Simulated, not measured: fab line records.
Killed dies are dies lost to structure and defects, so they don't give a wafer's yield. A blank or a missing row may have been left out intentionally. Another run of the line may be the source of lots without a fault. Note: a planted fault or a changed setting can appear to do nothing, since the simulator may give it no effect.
Chamber matching -- flow n5 finfet -- N5_BEOL_M4_ALD_98 on ald sin-01: 4 sister chambers
The step deposits SiO2, target thk 2.5 nm, pulse time 1 s, co reactant pulse time 1 s. 8 wafers are shown with their chamber, then 12 later ones without.

== WAFERS WITH THEIR CHAMBER ==
wafer,chamber,heater power w (W),precursor pulse height rel
L076.6,3,66,0.970
L086.3,3,69,1.004
L085.1,2,93,0.978
L087.5,0,66,0.995
L087.6,1,64,1.028
L089.2,2,93,0.984
L089.3,1,63,1.010
L089.6,0,67,0.978

== WAFERS WITHOUT THEIR CHAMBER ==
wafer,heater power w (W),precursor pulse height rel
L090.1,93,1.022
L090.2,65,1.008
L090.3,66,0.998
L090.4,70,0.993
L090.5,65,0.984
L090.6,95,1.009
L096.1,61,0.986
L096.2,61,1.004
L096.3,69,1.003
L097.3,60,1.006
L097.4,87,0.998
L097.6,87,0.998

== THE CHAMBER EACH PASSED THROUGH ==
wafer,from the rows above,in truth
L090.1,2,2
L090.2,can't be placed: 1 or 0 or 3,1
L090.3,can't be placed: 0 or 3 or 1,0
L090.4,can't be placed: 3 or 0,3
L090.5,can't be placed: 0 or 3 or 1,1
L090.6,2,2
L096.1,can't be placed: 1 or 0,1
L096.2,1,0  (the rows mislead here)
L096.3,can't be placed: 3 or 0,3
L097.3,1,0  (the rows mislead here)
L097.4,2,2
L097.6,2,2
Placed correctly: 4 of 12. Cannot be placed on the basis of these rows: 6; the candidates contain the true chamber in 6. Number placed wrongly: 2.
How it was worked out, from the rows above alone: a wafer's distance from a chamber is the root of the sum, over the readings, of the square of ((its reading less the chamber's mean) divided by the reading's scatter). If the next closest chamber is less than 2 further off than the closest, the wafer can't be placed; otherwise it belongs to the closest. For every chamber, the mean is computed from those of its wafers that are shown. The scatter: the root of (the sum of the squares of (reading less its chamber's mean) over the shown wafers, divided by (wafers less chambers)).
